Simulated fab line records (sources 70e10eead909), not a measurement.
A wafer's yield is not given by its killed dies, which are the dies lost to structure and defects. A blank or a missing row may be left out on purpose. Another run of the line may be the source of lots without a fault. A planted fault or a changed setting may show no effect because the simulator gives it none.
Comparing a struck lot with a sound one | flow nand harc | 15 out of 1159 route steps
Sound: wafers L844.1, L844.5, L844.6. Wafers struck: L828.1, L828.3, L828.6. At the end, the cause is stated.
At each step with rows: each side's tool, then ch and its chambers, then its first start. Under that, the readings that differ: sound wafers | struck wafers | difference of the means | sigmas: that difference in standard deviations of wafers without a fault.
alike: words and numbers the same on both sides, and readings whose means are apart by under 2 such deviations; not compared: readings that were withheld, readings missing a value for some wafer, numbers with overlapping values and no deviation given by the record, and bounds like >300 which may hide the same value.
The two part at a step that has a row with sigmas, a row that says differs or no value, or rows on one side only. Numbers that don't overlap but have no deviation are shown without sigmas and don't part them. A reading missing from all wafers of one side parts the sides only when that side holds two or more wafers.

first, 1 step without rows for these wafers: NHARC_A_ONON_D1_DEP_03 (target thk 1000 nm).
NHARC_A_ONON_D1_THK_MEAS_05: measures by ellipsometry.
  sound on film metro-01 at day 12 12:21; struck on film metro-02 at day 8 18:26
  alike: thk nm
next comes 1 step that has no rows for these wafers: NHARC_A_ONON_D1_DEP_06 (target thickness 1000 nm).
NHARC_A_ONON_D1_THK_MEAS_08: measures by ellipsometry.
  sound on film metro-01 at day 12 12:55; struck on film metro-02 at day 8 18:59
  alike: thk nm
next comes 1 step that has no rows for these wafers: NHARC_A_ONON_D1_DEP_09 (target thickness 1000 nm).
NHARC_A_ONON_D1_THK_MEAS_11: measures by ellipsometry.
  sound on film metro-01 at day 12 13:29; struck on film metro-01 at day 8 19:34
  alike: thk nm
next comes 1 step that has no rows for these wafers: NHARC_A_ONON_D1_DEP_12 (target thickness 1000 nm).
NHARC_A_ONON_D1_THK_MEAS_14: measures by ellipsometry.
  sound on film metro-02 at day 12 14:02; struck on film metro-02 at day 8 20:10
  alike: thk nm
then, 2 steps without rows for these wafers: NHARC_A_ONON_D1_ANNEAL_15 (time 3600 s); NHARC_A_ONON_D1_DEP_16 (target thk 1000 nm).
NHARC_A_ONON_D1_THK_MEAS_18: measures by ellipsometry.
  sound on film metro-02 at day 12 21:10; struck on film metro-01 at day 9 03:13
  reading     | sound          | struck      | difference | sigmas
  thk nm (nm) | 1017 1016 1016 | 971 970 970 | -46        | -4
NHARC_A_ONON_D1_DEP_19: target thk 1000 nm.
  sound on pecvd onon-01 ch 0, day 12 21:14; struck on pecvd onon-03 ch 0, day 9 03:37
  alike: sih4 flow sccm
NHARC_A_ONON_D1_THK_MEAS_21: measures by ellipsometry.
  sound on film metro-01 at day 12 21:44; struck on film metro-02 at day 9 04:07
  reading     | sound          | struck         | difference | sigmas
  thk nm (nm) | 1000 1002 1001 | 1560 1561 1561 | +560       | +51
next comes 1 step that has no rows for these wafers: NHARC_A_ONON_D1_DEP_22 (target thickness 1000 nm).
-- record jumps: 11 days between struck wafers' starts before vs after; left off in module A_ONON_D1, resumes in module END, first step shown is number 1159 of the route --
NHARC_END_SORT_01:
  the record has rows for the struck wafers here (prober-02 ch 0, day 20 07:17) and none for the sound ones

## WHERE THEY PART
Earliest at NHARC_A_ONON_D1_THK_MEAS_18; latest, in this record, at NHARC_END_SORT_01.

WHY: the cause the simulator had injected
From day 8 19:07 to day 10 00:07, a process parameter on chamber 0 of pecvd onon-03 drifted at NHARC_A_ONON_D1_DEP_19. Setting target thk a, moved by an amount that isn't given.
